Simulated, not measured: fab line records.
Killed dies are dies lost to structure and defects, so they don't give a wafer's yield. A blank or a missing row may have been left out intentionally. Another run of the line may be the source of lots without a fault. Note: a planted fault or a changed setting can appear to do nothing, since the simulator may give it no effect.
Matching of chambers || flow n5_finfet || 3 sister chambers for N5_FIN_SAQP_HM_DEP_72 on pecvd-03
The step deposits SiO2 from SiH4/N2O, target thk 12 nm, time 7.2 s. 3 wafers are shown with their chamber, then 8 later ones without.

## WAFERS PAIRED WITH THEIR CHAMBERS
{"wafer": "L084.1", "chamber": 1, "showerhead_plenum_p_Torr (Torr)": 8.04}
{"wafer": "L084.4", "chamber": 2, "showerhead_plenum_p_Torr (Torr)": 8.06}
{"wafer": "L085.2", "chamber": 0, "showerhead_plenum_p_Torr (Torr)": 8.00}

## WAFERS WHOSE CHAMBER IS MISSING
{"wafer": "L085.4", "showerhead_plenum_p_Torr (Torr)": 7.98}
{"wafer": "L085.5", "showerhead_plenum_p_Torr (Torr)": 8.05}
{"wafer": "L086.1", "showerhead_plenum_p_Torr (Torr)": 8.04}
{"wafer": "L086.2", "showerhead_plenum_p_Torr (Torr)": 8.00}
{"wafer": "L086.3", "showerhead_plenum_p_Torr (Torr)": 8.04}
{"wafer": "L093.1", "showerhead_plenum_p_Torr (Torr)": 8.03}
{"wafer": "L093.2", "showerhead_plenum_p_Torr (Torr)": 8.05}
{"wafer": "L093.6", "showerhead_plenum_p_Torr (Torr)": 8.02}

## THE CHAMBER EACH PASSED THROUGH
{"wafer": "L085.4", "from the rows above": 0, "in truth": 0}
{"wafer": "L085.5", "from the rows above": "can't be placed: 2 or 1", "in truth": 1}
{"wafer": "L086.1", "from the rows above": "can't be placed: 1 or 2", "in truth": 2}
{"wafer": "L086.2", "from the rows above": 0, "in truth": 0}
{"wafer": "L086.3", "from the rows above": "can't be placed: 1 or 2", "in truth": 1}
{"wafer": "L093.1", "from the rows above": "can't be placed: 1 or 0 or 2", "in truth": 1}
{"wafer": "L093.2", "from the rows above": "can't be placed: 2 or 1", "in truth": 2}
{"wafer": "L093.6", "from the rows above": "can't be placed: 0 or 1 or 2", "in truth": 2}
2 of 8 placed correctly. These rows do not allow placing 6 (true chamber among the candidates in 6). Wrongly placed: 0.
How it was worked out, from the rows above alone: a wafer's distance from a chamber is the root of the sum, over the readings, of the square of ((its reading less the chamber's mean) divided by the reading's scatter). If the next closest chamber is less than 2 further off than the closest, the wafer can't be placed; otherwise it belongs to the closest. Each chamber's mean is taken over the wafers shown for it. The scatter: with one shown wafer a chamber, the root of the mean of the squares of how far each hidden wafer lies from its nearest shown one.
